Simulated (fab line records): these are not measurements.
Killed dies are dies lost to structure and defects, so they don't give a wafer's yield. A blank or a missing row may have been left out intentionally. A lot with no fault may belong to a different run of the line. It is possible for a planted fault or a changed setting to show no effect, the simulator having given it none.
Chamber matching || flow n5-finfet || N5_BEOL_M13_DEP_53 on pecvd-01 has 3 sister chambers
The step deposits SiCN from 3MS/NH3, target thk 50 nm, time 17.8 s. 16 wafers are shown with their chamber, then 8 later ones without.

## WAFERS WITH THEIR CHAMBER
{"wafer": "L075.2", "chamber": 1, "showerhead-plenum-p-Torr (Torr)": 4.174, "throttle-valve-pct (%)": 18.8, "rf-fwd-power-W (W)": 664}
{"wafer": "L075.4", "chamber": 2, "showerhead-plenum-p-Torr (Torr)": 4.112, "throttle-valve-pct (%)": 16.4, "rf-fwd-power-W (W)": 660}
{"wafer": "L075.6", "chamber": 1, "showerhead-plenum-p-Torr (Torr)": 4.164, "throttle-valve-pct (%)": 18.3, "rf-fwd-power-W (W)": 668}
{"wafer": "L076.2", "chamber": 1, "showerhead-plenum-p-Torr (Torr)": 4.159, "throttle-valve-pct (%)": 18.5, "rf-fwd-power-W (W)": 667}
{"wafer": "L076.3", "chamber": 2, "showerhead-plenum-p-Torr (Torr)": 4.112, "throttle-valve-pct (%)": 16.6, "rf-fwd-power-W (W)": 661}
{"wafer": "L076.5", "chamber": 0, "showerhead-plenum-p-Torr (Torr)": 4.193, "throttle-valve-pct (%)": 17.2, "rf-fwd-power-W (W)": 661}
{"wafer": "L083.1", "chamber": 0, "showerhead-plenum-p-Torr (Torr)": 4.191, "throttle-valve-pct (%)": 17.3, "rf-fwd-power-W (W)": 659}
{"wafer": "L083.3", "chamber": 1, "showerhead-plenum-p-Torr (Torr)": 4.176, "throttle-valve-pct (%)": 18.5, "rf-fwd-power-W (W)": 670}
{"wafer": "L083.4", "chamber": 2, "showerhead-plenum-p-Torr (Torr)": 4.115, "throttle-valve-pct (%)": 16.7, "rf-fwd-power-W (W)": 664}
{"wafer": "L086.3", "chamber": 2, "showerhead-plenum-p-Torr (Torr)": 4.109, "throttle-valve-pct (%)": 17.0, "rf-fwd-power-W (W)": 658}
{"wafer": "L086.4", "chamber": 1, "showerhead-plenum-p-Torr (Torr)": 4.174, "throttle-valve-pct (%)": 18.8, "rf-fwd-power-W (W)": 671}
{"wafer": "L086.5", "chamber": 0, "showerhead-plenum-p-Torr (Torr)": 4.185, "throttle-valve-pct (%)": 16.9, "rf-fwd-power-W (W)": 658}
{"wafer": "L089.2", "chamber": 2, "showerhead-plenum-p-Torr (Torr)": 4.119, "throttle-valve-pct (%)": 16.8, "rf-fwd-power-W (W)": 662}
{"wafer": "L089.3", "chamber": 0, "showerhead-plenum-p-Torr (Torr)": 4.185, "throttle-valve-pct (%)": 17.1, "rf-fwd-power-W (W)": 659}
{"wafer": "L089.5", "chamber": 2, "showerhead-plenum-p-Torr (Torr)": 4.105, "throttle-valve-pct (%)": 16.8, "rf-fwd-power-W (W)": 663}
{"wafer": "L092.1", "chamber": 2, "showerhead-plenum-p-Torr (Torr)": 4.114, "throttle-valve-pct (%)": 16.7, "rf-fwd-power-W (W)": 660}

SIGNATURES, as means of the wafers listed above
{"reading": "showerhead-plenum-p-Torr", "chamber 0": 4.18850, "chamber 1": 4.16940, "chamber 2": 4.11229, "scatter within a chamber": 0.0055}
{"reading": "throttle-valve-pct", "chamber 0": 17.125, "chamber 1": 18.580, "chamber 2": 16.714, "scatter within a chamber": 0.193}
{"reading": "rf-fwd-power-W", "chamber 0": 659.25, "chamber 1": 668.00, "chamber 2": 661.14, "scatter within a chamber": 2.14}
Rule: a wafer lies at a distance from a chamber equal to the root of the sum of squares, over the readings, of (its reading less the chamber's mean, divided by the reading's scatter). The wafer belongs to the nearest chamber; if the next one is less than 2 further off, it can't be placed. The scatter: take each reading less its chamber's mean, square it, sum over the shown wafers, divide by the number of wafers less the number of chambers, and take the root.

## WAFERS MISSING THEIR CHAMBER
{"wafer": "L092.2", "showerhead-plenum-p-Torr (Torr)": 4.193, "throttle-valve-pct (%)": 17.2, "rf-fwd-power-W (W)": 661}
{"wafer": "L092.3", "showerhead-plenum-p-Torr (Torr)": 4.173, "throttle-valve-pct (%)": 18.8, "rf-fwd-power-W (W)": 670}
{"wafer": "L093.2", "showerhead-plenum-p-Torr (Torr)": 4.164, "throttle-valve-pct (%)": 18.5, "rf-fwd-power-W (W)": 666}
{"wafer": "L093.3", "showerhead-plenum-p-Torr (Torr)": 4.197, "throttle-valve-pct (%)": 17.3, "rf-fwd-power-W (W)": 658}
{"wafer": "L093.4", "showerhead-plenum-p-Torr (Torr)": 4.110, "throttle-valve-pct (%)": 16.6, "rf-fwd-power-W (W)": 661}
{"wafer": "L095.2", "showerhead-plenum-p-Torr (Torr)": 4.178, "throttle-valve-pct (%)": 18.5, "rf-fwd-power-W (W)": 669}
{"wafer": "L095.3", "showerhead-plenum-p-Torr (Torr)": 4.190, "throttle-valve-pct (%)": 17.2, "rf-fwd-power-W (W)": 660}
{"wafer": "L095.4", "showerhead-plenum-p-Torr (Torr)": 4.199, "throttle-valve-pct (%)": 17.4, "rf-fwd-power-W (W)": 664}

## THE CHAMBER EACH PASSED THROUGH
{"wafer": "L092.2", "from the rows above": 0, "in truth": 0}
{"wafer": "L092.3", "from the rows above": 1, "in truth": 1}
{"wafer": "L093.2", "from the rows above": 1, "in truth": 1}
{"wafer": "L093.3", "from the rows above": 0, "in truth": 0}
{"wafer": "L093.4", "from the rows above": 2, "in truth": 2}
{"wafer": "L095.2", "from the rows above": 1, "in truth": 1}
{"wafer": "L095.3", "from the rows above": 0, "in truth": 0}
{"wafer": "L095.4", "from the rows above": 0, "in truth": 0}
Correctly placed: 8 of 8. From these rows, 0 cannot be placed. 0 placed wrongly.
